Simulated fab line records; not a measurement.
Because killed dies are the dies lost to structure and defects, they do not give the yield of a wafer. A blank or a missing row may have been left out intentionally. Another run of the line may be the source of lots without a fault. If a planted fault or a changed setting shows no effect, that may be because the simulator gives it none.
Check of tool commonality :: flow nand harc :: 9 wafers sampled across 3 lots

## REASON IT WAS OPENED
At NHARC_END_SORT_01 the reading killed at array is flagged on 3 of 3 lots. No-fault wafers: 56, standard deviation 20.
Rule: a lot is flagged in two cases, either no wafer of it has a number, or all its wafers with numbers fall more than 4 standard deviations from that mean. All remaining lots are regarded as sound.

lot: L943
measured: day 27 16:52
on: prober-01
killed at array, wafer by wafer: 676 674 674
flag: FLAGGED

lot: L944
measured: day 28 15:27
on: prober-01
killed at array, wafer by wafer: 669 665 670
flag: FLAGGED

lot: L945
measured: day 28 20:52
on: prober-02
killed at array, wafer by wafer: 670 674 673
flag: FLAGGED
The mean of the flagged lots' numbers is 672, +616 from the usual (+31 standard deviations).

## LOT BY LOT: THE TOOL USED
Before the reading, the record contains 4 process steps out of a 1302-step route. Read each cell as the tool, then ch plus the chambers that the sampled wafers visited, then the start.
lot: L943
flag: FLAGGED
NHARC_A_STAIRCASE_STRIP_205: plasma asher-02 ch 0,1, day 19 14:02
NHARC_A_STAIRCASE_ETCH_221: rie diel-01 ch 1,2,3, day 19 16:08 or earlier
NHARC_A_STAIRCASE_TRIM_224: rie diel-01 ch 1,2,3, day 19 16:08 or earlier
NHARC_A_STAIRCASE_ETCH_225: rie diel-01 ch 0,1,2, day 19 16:08

lot: L944
flag: FLAGGED
NHARC_A_STAIRCASE_STRIP_205: plasma asher-02 ch 0,1, day 20 03:22
NHARC_A_STAIRCASE_ETCH_221: rie diel-01 ch 0,1, day 20 05:30 or earlier
NHARC_A_STAIRCASE_TRIM_224: rie diel-01 ch 2,3, day 20 05:30 or earlier
NHARC_A_STAIRCASE_ETCH_225: rie diel-01 ch 1,2,3, day 20 05:30

lot: L945
flag: FLAGGED
NHARC_A_STAIRCASE_STRIP_205: plasma asher-01 ch 0,1, day 20 04:20
NHARC_A_STAIRCASE_ETCH_221: rie diel-01 ch 0,1,2, day 20 06:43 or earlier
NHARC_A_STAIRCASE_TRIM_224: rie diel-01 ch 0,1,3, day 20 06:43 or earlier
NHARC_A_STAIRCASE_ETCH_225: rie diel-01 ch 0,1,3, day 20 06:43
What is done by these steps:
- NHARC_A_STAIRCASE_STRIP_205: strips in O2.
- NHARC_A_STAIRCASE_ETCH_221: etches the open film in C4F8/O2, target depth 100 nm, time 40.5 s.
- NHARC_A_STAIRCASE_TRIM_224: chemistry O2, time 211.2 s.
- NHARC_A_STAIRCASE_ETCH_225: etches the open film in C4F8/O2, target depth 100 nm, time 40.5 s.
- NHARC_END_SORT_01

## FLAGGED OVER TOTAL, TOOL BY TOOL (the gauges that took the reading come last)
step: NHARC_A_STAIRCASE_STRIP_205
tool: plasma asher-01
lots run: 1
flagged: 1
share of the flagged lots: some
sound lots run after its first flagged lot: 0

step: NHARC_A_STAIRCASE_STRIP_205
tool: plasma asher-02
lots run: 2
flagged: 2
share of the flagged lots: some
sound lots run after its first flagged lot: 0

step: NHARC_A_STAIRCASE_ETCH_221
tool: rie diel-01
lots run: 3
flagged: 3
share of the flagged lots: all
sound lots run after its first flagged lot: 0

step: NHARC_A_STAIRCASE_TRIM_224
tool: rie diel-01
lots run: 3
flagged: 3
share of the flagged lots: all
sound lots run after its first flagged lot: 0

step: NHARC_A_STAIRCASE_ETCH_225
tool: rie diel-01
lots run: 3
flagged: 3
share of the flagged lots: all
sound lots run after its first flagged lot: 0

step: NHARC_END_SORT_01
tool: prober-01
lots run: 2
flagged: 2
share of the flagged lots: some
sound lots run after its first flagged lot: 0

step: NHARC_END_SORT_01
tool: prober-02
lots run: 1
flagged: 1
share of the flagged lots: some
sound lots run after its first flagged lot: 0
Because NHARC_A_STAIRCASE_ETCH_221 lacks a start for some lots, the hours and order of its lots are taken from NHARC_A_STAIRCASE_ETCH_225. Because NHARC_A_STAIRCASE_TRIM_224 lacks a start for some lots, the hours and order of its lots are taken from NHARC_A_STAIRCASE_ETCH_225.

## WHAT THE TABLE ALLOWS
3 rows of the table ran every flagged lot: rie diel-01 at NHARC_A_STAIRCASE_ETCH_221, rie diel-01 at NHARC_A_STAIRCASE_TRIM_224, rie diel-01 at NHARC_A_STAIRCASE_ETCH_225.
- rie diel-01 at NHARC_A_STAIRCASE_ETCH_221: 3 of its 3 lots flagged. It ran no sound lot before its first flagged lot in this sample, so the start can't be narrowed down.
- rie diel-01 at NHARC_A_STAIRCASE_TRIM_224: 3 of its 3 lots flagged. It ran no sound lot before its first flagged lot in this sample, so the start can't be narrowed down.
- rie diel-01 at NHARC_A_STAIRCASE_ETCH_225: 3 of its 3 lots flagged. It ran no sound lot before its first flagged lot in this sample, so the start can't be narrowed down.
One tool is left: rie diel-01 at NHARC_A_STAIRCASE_ETCH_221 and NHARC_A_STAIRCASE_TRIM_224 and NHARC_A_STAIRCASE_ETCH_225.

## WHAT WAS PUT IN BY THE SIMULATOR
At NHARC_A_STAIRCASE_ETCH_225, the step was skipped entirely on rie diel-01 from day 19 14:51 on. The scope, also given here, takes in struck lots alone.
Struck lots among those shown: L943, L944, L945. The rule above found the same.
